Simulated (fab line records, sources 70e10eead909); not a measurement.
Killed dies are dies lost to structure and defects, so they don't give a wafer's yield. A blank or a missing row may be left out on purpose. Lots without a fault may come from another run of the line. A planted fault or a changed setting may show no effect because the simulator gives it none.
A struck lot beside a sound one | flow nand_harc | 41 steps out of a route of 1159
Sound: wafers L738.1, L738.4, L738.6. Struck: wafer L745.4. (L745.2, L745.3 of the same lot were not struck and are left out.) The cause comes at the end.
At each step with rows: each side's tool, then ch and its chambers, then its first start. Under that, the readings that differ: sound wafers | struck wafers | difference of the means | sigmas: that difference in standard deviations of wafers without a fault.
alike: readings whose means differ by less than 2 such deviations, and words and numbers that are the same on both sides. not compared: withheld readings, readings that some wafer has no value for, bounds like >300 that may hide the same value, and numbers for which the record gives no deviation and whose values overlap.
The two part at a step that has a row with sigmas, a row that says differs or no value, or rows on one side only. Numbers that don't overlap but have no deviation are shown without sigmas and don't part them. A reading that every wafer of one side lacks parts them only if that side has two wafers or more.

NHARC_A_M1_OVL_MEAS_10: pitch 240 nm.
  sound on overlay-02, day 19 17:58; struck on overlay-01, day 21 03:46
  alike: overlay_x_nm, overlay_y_nm
NHARC_A_M1_INSPECT_11:
  sound on defect_inspect-02, day 19 18:00; struck on defect_inspect-01, day 21 03:48
  alike: raw_defect_count
then, 1 step without rows for these wafers: NHARC_A_M1_DESCUM_14 (chemistry O2, time 3 s).
NHARC_A_M1_ETCH_35: etches the open film in N2/H2, target depth 40 nm, overetch 12 nm, time 43.94 s.
  sound on rie_diel-08 ch 0,2, day 19 18:09; struck on rie_diel-03 ch 1, day 21 03:57
  reading                | sound                | struck | difference | sigmas
  throttle_valve_pct (%) | 14.180 14.196 14.177 | 14.164 | -0.020     | -2
  alike: chamber_pressure_mTorr, drypump_motor_current_A, h2_flow_sccm, oes_product_au, rf_fwd_power_W, rf_vpp_V, showerhead_plenum_p_Torr
  not compared: rf_hours_counter_h
NHARC_A_M1_ETCH_15: etches the open film in C4F8/Ar, target depth 182.5 nm, time 91.2 s.
  sound on rie_diel-08 ch 0,1,2; struck on rie_diel-03 ch 1
  alike: chamber_pressure_mTorr, oes_product_au, rf_fwd_power_W, rf_vpp_V
  not compared: rf_hours_counter_h
NHARC_A_M1_CD_MEAS_16:
  sound on cd_sem-02, day 19 18:22; struck on cd_sem-02, day 21 04:10
  alike: cd_nm
then, 3 steps without rows for these wafers: NHARC_A_M1_STRIP_18 (strips in N2/H2); NHARC_A_M1_ETCH_28 (etches the open film in CF4/N2, target depth 30 nm, time 72.99 s); NHARC_A_M1_STRIP_19 (strips in post etch residue remover, time 600 s).
NHARC_A_M1_DEGAS_29: time 60 s.
  sound on pvd_sputter-02, day 19 19:07; struck on pvd_sputter-02, day 21 04:53
  alike: heater_power_w
then, 2 steps without rows for these wafers: NHARC_A_M1_PRE_CLEAN_30 (time 30 s); NHARC_A_M1_PVD_20 (deposits TaN, target thk 5 nm, time 8.06 s).
NHARC_A_M1_PVD_21: deposits Cu, target thk 30 nm, time 20.49 s.
  sound on pvd_sputter-02, day 19 19:19; struck on pvd_sputter-02, day 21 05:07
  alike: throttle_valve_pct
then, 1 step without rows for these wafers: NHARC_A_M1_ECD_22 (material Cu, target thk 400 nm).
NHARC_A_M1_ANNEAL_31: time 90 s.
  sound on rtp_anneal-02 ch 0, day 19 20:16; struck on rtp_anneal-02 ch 0, day 21 05:40
  alike: wafer_temp_C_max
then, 2 steps without rows for these wafers: NHARC_A_M1_CMP_23 (polishes, t overpolish 20 s, target thk 154.34 nm); NHARC_A_M1_SRD_25.
NHARC_A_M1_INSPECT_27:
  sound on defect_inspect-02, day 19 21:05; struck on defect_inspect-01, day 21 06:27
  alike: raw_defect_count
then, 1 step without rows for these wafers: NHARC_A_M1_PRE_CLEAN_32 (time 12 s).
NHARC_A_M1_DEP_33: deposits SiCN, target thk 30 nm.
  sound on pecvd-04 ch 0,1, day 19 21:16; struck on pecvd-03 ch 2, day 21 06:38
  alike: heater_power_w, rf_fwd_power_W, showerhead_vpp_V
then, 2 steps without rows for these wafers: NHARC_A_BONDPAD_DEP_00 (deposits SiCN, target thk 250 nm); NHARC_A_BONDPAD_CMP_29 (polishes SiCN, target thk 200 nm).
NHARC_A_BONDPAD_THK_MEAS_30: measures by ellipsometry.
  the record has rows for the sound wafers here (film_metro-02, day 19 22:37) and none for the struck ones
then, 10 steps without rows for these wafers: NHARC_A_BONDPAD_SRD_31; NHARC_A_BONDPAD_DEHYDRATE_01 (time 120 s); NHARC_A_BONDPAD_HMDS_02 (time 30 s); NHARC_A_BONDPAD_COAT_33 (time 65 s); NHARC_A_BONDPAD_COAT_03 (resist thk 600 nm); NHARC_A_BONDPAD_SOFTBAKE_04 (time 70 s); NHARC_A_BONDPAD_EBR_05; NHARC_A_BONDPAD_EXPOSE_06 (exposes mask A BPAD); NHARC_A_BONDPAD_PEB_07 (peb time 80 s); NHARC_A_BONDPAD_DEVELOP_08 (time 50 s).
NHARC_A_BONDPAD_CD_MEAS_09: target cd 500 nm.
  the record has rows for the sound wafers here (cd_sem-02 ch 0, day 19 23:11) and none for the struck ones
NHARC_A_BONDPAD_OVL_MEAS_35:
  the record has rows for the sound wafers here (overlay-01, day 19 23:16) and none for the struck ones
then, 4 steps without rows for these wafers: NHARC_A_BONDPAD_HARDBAKE_10 (time 65 s); NHARC_A_BONDPAD_DESCUM_11 (chemistry O2, time 3 s); NHARC_A_BONDPAD_ETCH_34 (etches the open film in N2/H2, target depth 60 nm, overetch 18 nm, time 65.91 s); NHARC_A_BONDPAD_ETCH_12 (etches the open film in CHF3/O2, target depth 220 nm, time 110 s).
NHARC_A_BONDPAD_CD_MEAS_13:
  the record has rows for the sound wafers here (cd_sem-02, day 19 23:43) and none for the struck ones
NHARC_END_SORT_01:
  sound on prober-02 ch 0, day 21 09:10; struck on prober-02 ch 0, day 22 15:43
  reading                  | sound           | struck                   | difference                   | sigmas
  hold                     | - - -           | await_dispo/1.2h/release | no value on the sound wafers |
  defect_limited_yield (%) | 97.9 97.0 96.6  | 0                        | -97                          | -61
  killed_at_array          | 11 14 17        | 669                      | +655                         | +60
  killed_dies              | 14 20 23        | 677                      | +658                         | +60
  killed_open              | 2 2 2           | 7                        | +5                           | +3
  killed_short             | 5 1 3           | 6                        | +3                           | +2
  sort_bin_2_pct (%)       | 0.7 0.7 1.5     | 97.8                     | +96.8                        | +99 or more
  sort_n_pass              | 663 657 654     | 0                        | -658                         | -60
  sort_rim_yield_pct (%)   | 99.1 100.0 97.2 | 0                        | -99                          | -35
  sort_yield_pct (%)       | 97.9 97.0 96.6  | 0                        | -97                          | -61
  alike: killed_at_other, killed_at_periphery, sort_bin_3_pct, sort_bin_4_pct

WHERE THEY PART
First at NHARC_A_M1_ETCH_35; last, within this record, at NHARC_END_SORT_01.

WHY: what the simulator had put in
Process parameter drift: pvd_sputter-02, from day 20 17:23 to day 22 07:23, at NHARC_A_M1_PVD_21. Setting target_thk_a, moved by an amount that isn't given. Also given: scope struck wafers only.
